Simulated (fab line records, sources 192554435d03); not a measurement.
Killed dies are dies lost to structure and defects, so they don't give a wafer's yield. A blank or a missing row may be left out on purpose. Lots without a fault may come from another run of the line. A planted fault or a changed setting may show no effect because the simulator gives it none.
A struck lot beside a sound one | flow n5_finfet | 14 steps out of a route of 1938
Sound: wafers L283.2, L283.4, L283.5. Struck: wafer L300.6. (L300.2 of the same lot was not struck and is left out.) The cause comes at the end.
At each step with rows: each side's tool, then ch and its chambers, then its first start. Under that, the readings that differ: sound wafers | struck wafers | difference of the means | sigmas: that difference in standard deviations of wafers without a fault.
alike: readings whose means differ by less than 2 such deviations, and words and numbers that are the same on both sides. not compared: withheld readings, readings that some wafer has no value for, bounds like >300 that may hide the same value, and numbers for which the record gives no deviation and whose values overlap.
The two part at a step that has a row with sigmas, a row that says differs or no value, or rows on one side only. Numbers that don't overlap but have no deviation are shown without sigmas and don't part them. A reading that every wafer of one side lacks parts them only if that side has two wafers or more.

N5_HKMG_FIN_ALD_72: deposits W, target thk 2 nm, pulse time 1 s, purge time 2 s.
  sound on cvd_w-01 ch 0,1, day 4 23:37; struck on cvd_w-01 ch 0, day 9 07:06
  alike: heater_power_w, precursor_pulse_height_rel
  not compared: since_wet_clean_h
then, 3 steps without rows for these wafers: N5_HKMG_FIN_W_FILL_22 (material W, target thk 60 nm, time 18.2 s); N5_HKMG_FIN_PRECLEAN_83 (cleans in DIW, time 57.5 s); N5_HKMG_FIN_SRD_84 (dry time 32 s).
N5_HKMG_FIN_CMP_23: polishes, stops on SiNx, t overpolish 10 s, target thk 46.326 nm.
  sound on cmp-02 ch 0,1,2, day 4 23:52; struck on cmp-01 ch 0, day 9 07:22
  alike: motor_current_A, overpolish_run_s, time_to_endpoint_s
N5_HKMG_FIN_CMP_94: polishes, stops on SiNx, t overpolish 4.7 s, target thk 43.299 nm.
  sound on cmp-02 ch 0,1,2, day 5 00:17; struck on cmp-01 ch 0, day 9 07:47
  alike: motor_current_A
N5_HKMG_FIN_INSPECT_28: inspects for defects (darkfield).
  sound on defect_inspect-01, day 5 00:29; struck on defect_inspect-02, day 9 07:59
  reading          | sound    | struck | difference | sigmas
  raw_defect_count | 25 28 21 | 61     | +36        | +2
N5_GATE_CUT_ETCHBACK_00: etches W in SF6/Cl2.
  sound on rie_metal-02 ch 0,1, day 5 00:31; struck on rie_metal-01 ch 0, day 9 08:01
  alike: drypump_motor_current_A, oes_product_au, rf_fwd_power_W, throttle_valve_pct
  not compared: rf_hours_counter_h
then, 3 steps without rows for these wafers: N5_GATE_CUT_ETCH_56 (etches TiN in Cl2/Ar, target depth 21.6 nm); N5_GATE_CUT_ETCHBACK_30 (etches TiN in Cl2/Ar, target depth 3 nm); N5_GATE_CUT_VAPOR_ETCH_60 (etches HfO2 in BCl3/Cl2).
N5_GATE_CUT_ETCH_58: etches SiNx in CH3F/O2, target depth 17 nm, time 128.6 s.
  sound on rie_diel-03 ch 0,1,3, day 5 00:49; struck on rie_diel-01 ch 3, day 9 08:19
  reading                              | sound             | struck | difference | sigmas
  model.etch.depth_nm (nm)             | 16.63 16.92 16.66 | 20.21  | +3.47      |
  model.SiNx_of_SDB_ALD_29.thk_nm (nm) | 24.8 24.6 24.8    | 24     | -1         |
  alike: CH3F_flow_sccm, drypump_motor_current_A, oes_product_au, rf_fwd_power_W, rf_vpp_V, showerhead_plenum_p_Torr, throttle_valve_pct
  not compared: rf_hours_counter_h
N5_GATE_CUT_STRIP_59: strips in N2/H2, time 20 s.
  sound on rie_diel-03 ch 0,1,3, day 5 00:55; struck on rie_diel-01 ch 3, day 9 08:28
  reading      | sound          | struck | difference | sigmas
  rf_vpp_V (V) | 44.0 45.6 46.5 | 43.4   | -2.0       | -2
  alike: bias_power_w, drypump_motor_current_A, oes_product_au, showerhead_plenum_p_Torr, throttle_valve_pct
  not compared: rf_hours_counter_h
-- the record jumps here: 4 days lie between the struck wafers' starts before and after (it left off in module GATE_CUT and takes up again in module BEOL_M4, whose first step shown is number 1111 of the route) --
N5_BEOL_M4_RC_MEAS_101:
  sound on prober-02 ch 0, day 9 02:28; struck on prober-02 ch 0, day 12 22:38
  reading        | sound             | struck | difference | sigmas
  DIBL_P (mV/V)  | 36.8 34.2 33.3    | 38.5   | +3.7       | +2
  IOFF_N (nA/um) | 0.160 0.129 0.116 | 0.185  | +0.050     | +2
  IOFF_P (nA/um) | 0.201 0.169 0.159 | 0.237  | +0.061     | +2
  ION_N (uA/um)  | 665 670 660       | 686    | +21        | +2
  SS_N (mV/dec)  | 71.9 70.9 71.2    | 72.3   | +1.0       | +2
  VT_N (mV)      | 251.1 255.2 257.5 | 247.8  | -6.8       | -2
  alike: DIBL_N, ION_P, SS_P, VT_P

WHERE THEY PART
First at N5_HKMG_FIN_INSPECT_28; last, within this record, at N5_BEOL_M4_RC_MEAS_101.

WHY: what the simulator had put in
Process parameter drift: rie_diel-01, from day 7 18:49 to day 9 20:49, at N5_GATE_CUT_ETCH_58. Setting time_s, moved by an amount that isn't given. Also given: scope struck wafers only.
